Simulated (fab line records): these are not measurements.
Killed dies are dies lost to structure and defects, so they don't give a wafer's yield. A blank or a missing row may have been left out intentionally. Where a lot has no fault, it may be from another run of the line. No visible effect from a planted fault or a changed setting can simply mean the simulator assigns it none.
3 desks looking at one fault | flow n5Finfet | each desk has only its own numbers; what lay behind them comes last

## THE DEFECT DESK
Counts from the inspections along the route, per lot, as means over the sampled wafers that have a number. The brackets show how far a lot's mean lies from the usual mean; more than 4 standard deviations puts the lot out of limits, marked OUT.
Columns: A = rawDefectCount at N5_BEOL_M6_INSPECT_13, usual 367
lot  | first seen here | A
L780 | day 8 11:55     | 278
L781 | day 8 23:38     | 348
L783 | day 9 11:08     | 326
L791 | day 11 11:10    | 343
L792 | day 11 17:32    | 226
L794 | day 12 05:42    | 350
L793 | day 12 06:59    | 353
L796 | day 12 14:37    | 318
L800 | day 13 23:34    | 388
L799 | day 14 00:23    | 455
L801 | day 14 01:28    | 409
L802 | day 14 03:50    | 241
This desk's finding: nothing out of limits on any of the 12 lots.

## FROM THE METROLOGY DESK
What the gauges read, lot by lot, whatever tool the lot ran on: means of the sampled wafers that have a number. The brackets show how far a lot's mean lies from the usual mean; more than 4 standard deviations puts the lot out of limits, marked OUT.
Columns: A = cdNm at N5_BEOL_M6_CD_MEAS_11, usual 38.5 nm
lot  | first seen here | A
L780 | day 8 11:52     | 38.8
L781 | day 8 23:35     | 38.1
L783 | day 9 11:05     | 38.7
L791 | day 11 11:06    | 38.4
L792 | day 11 17:28    | 38.5
L794 | day 12 05:39    | 38.4
L793 | day 12 06:55    | 38.5
L796 | day 12 14:33    | 38.7
L800 | day 13 23:31    | 38.8
L799 | day 14 00:20    | 38.4
L801 | day 14 01:25    | 38.2
L802 | day 14 03:47    | 38.5
This desk's finding: nothing out of limits on any of the 12 lots.

## FOR THE TOOL OWNER'S DESK: euvScanner-02
The tool's own readings at N5_BEOL_M6_EXPOSE_25 (exposes mask V5, target cd 40 nm): means of the sampled wafers that have a number, for each lot that ran on this tool. The brackets show how far a lot's mean lies from the usual mean; more than 4 standard deviations puts the lot out of limits, marked OUT.
Columns: A = exposureDoseMJCm2 at N5_BEOL_M6_EXPOSE_25, usual 44.98; B = reticleTempC at N5_BEOL_M6_EXPOSE_25, usual 23.01 C
lot  | first seen here | A               | B
L780 | day 8 14:49     | 45.02           | 22.98
L781 | day 9 02:09     | 44.99           | 23.11
L792 | day 11 19:26    | 44.38 (-12) OUT | 22.94
L801 | day 14 03:13    | 45.02           | 23.18
L802 | day 14 04:36    | 45.03           | 23.06
This desk finds L792 out of limits, L792 being first, at day 11 19:26 (exposureDoseMJCm2 at N5_BEOL_M6_EXPOSE_25). L780, L781, L801, L802: within limits.

## TAKEN TOGETHER
On L792, at day 11 19:26, an alarm was possible from the tool owner's desk.
No out-of-limits result turned up at the defect desk.
The metrology desk saw nothing out of limits.
The defect desk has L792 on record, within its limits.
The metrology desk has L792 on record, within its limits.
On euvScanner-02, each named lot ran N5_BEOL_M6_EXPOSE_25.

## WHAT THE SIMULATOR HAD PUT IN
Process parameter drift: euvScanner-02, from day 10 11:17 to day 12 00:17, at N5_BEOL_M6_EXPOSE_25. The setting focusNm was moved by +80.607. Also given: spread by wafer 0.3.
Shown lots that were struck: L792.
Hours from the fault's start to each desk's first reading out of limits: the tool owner's desk, 32.
